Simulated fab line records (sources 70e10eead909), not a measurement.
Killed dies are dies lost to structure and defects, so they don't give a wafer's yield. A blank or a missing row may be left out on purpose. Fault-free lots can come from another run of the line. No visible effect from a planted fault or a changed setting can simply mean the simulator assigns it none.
8D (eight disciplines) problem report, filled in by code ; flow nand-harc ; the parts of the form that need people (team, actions taken, sign-off) are left out

## 1. PROBLEM STATEMENT
At NHARC_P_GATE_CD_MEAS_26, cd-nm averages 129.9 nm over 6 wafers from 2 lots, while fault-free wafers read 120.0 nm, standard deviation 0.47. That puts it +21 standard deviations away from the usual mean.
The step: target cd 120 nm.
First seen on wafer L885.1, day 10 11:47, on cd-sem-01. Wafers with a number at this step in the record: 36, from 12 lots. The rule behind "out" and "out of limits": a value lying over 4 standard deviations away from the usual mean. Any other wafer with a number is counted as sound.

## 2. WHAT IT IS, WHAT IT ISN'T
question;is;is not
which readings at this step;cd-nm;-
which lots;L885, L887;L872, L874, L879, L880, L881, L882, L884, L893, L894, L895
which wafers of those lots;all that have a number;-
read on which gauges;cd-sem-01, cd-sem-02;cd-sem-03
when;from day 10 11:47;"up to then (21 sound wafers); but 9 sound wafers of L893, L894, L895 came after"

## 3. THE SUSPECTS, EACH WITH WHAT RULES IT OUT
Counting: any tool at a process step up to the reading is kept as a suspect provided that every lot that is out went through it and no sound lot did after the first of them.
- the gauge at NHARC_P_GATE_CD_MEAS_26 has been ruled out. The wafers that are out were read on 2 gauges (cd-sem-01, cd-sem-02).
- litho-track-04 at NHARC_P_GATE_PEB_24 (peb time 65 s): ruled out as a lasting fault. The sound lots L895 went through it after L885, its earliest lot that is out (day 10 11:42).
Left after counting: nothing in the record.

## 4. THE CAUSE (what the simulator had put in)
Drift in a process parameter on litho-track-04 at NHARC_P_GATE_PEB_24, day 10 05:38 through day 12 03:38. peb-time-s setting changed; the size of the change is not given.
Counting ruled it out, wrongly: the rule takes a fault to strike every lot that its tool runs from its start on, and this one did not.

## 5. SEQUENCE OF EFFECTS, ordered by route
Each row: a reading where the mean over the struck wafers with a number is more than 3 standard deviations away from the usual. Only readings for which the record gives a usual standard deviation are gone through. hours: the time from each lot's start at the first step in this table that gives one to its start at this step, as a median over the lots. sigmas: the change in usual standard deviations.
hours;step;reading;usual;on struck wafers;change;sigmas
0;NHARC_P_GATE_PEB_24;heater-power-total-W;156.6 W;181.3;+24.7;+57
0;NHARC_P_GATE_CD_MEAS_26;cd-nm;120.0 nm;129.9;+9.9;+21
Process steps it contains:
- NHARC_P_GATE_PEB_24: peb time 65 s.
Later steps that measure or inspect, where all struck wafers having a row at the step show a number for every such reading and not one has moved that far: NHARC_END_SORT_01.

## 6. HOW IT WOULD HAVE BEEN CAUGHT EARLIER
6 hours passed between the start of the fault at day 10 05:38 and the first reading out of limits at a measuring or inspecting step in this record, taken at day 10 11:47.
At NHARC_P_GATE_PEB_24, the tool's own readings (heater-power-total-W) were out on each struck wafer the step has a row for, so an alarm limit on them would have fired on the first such wafer.
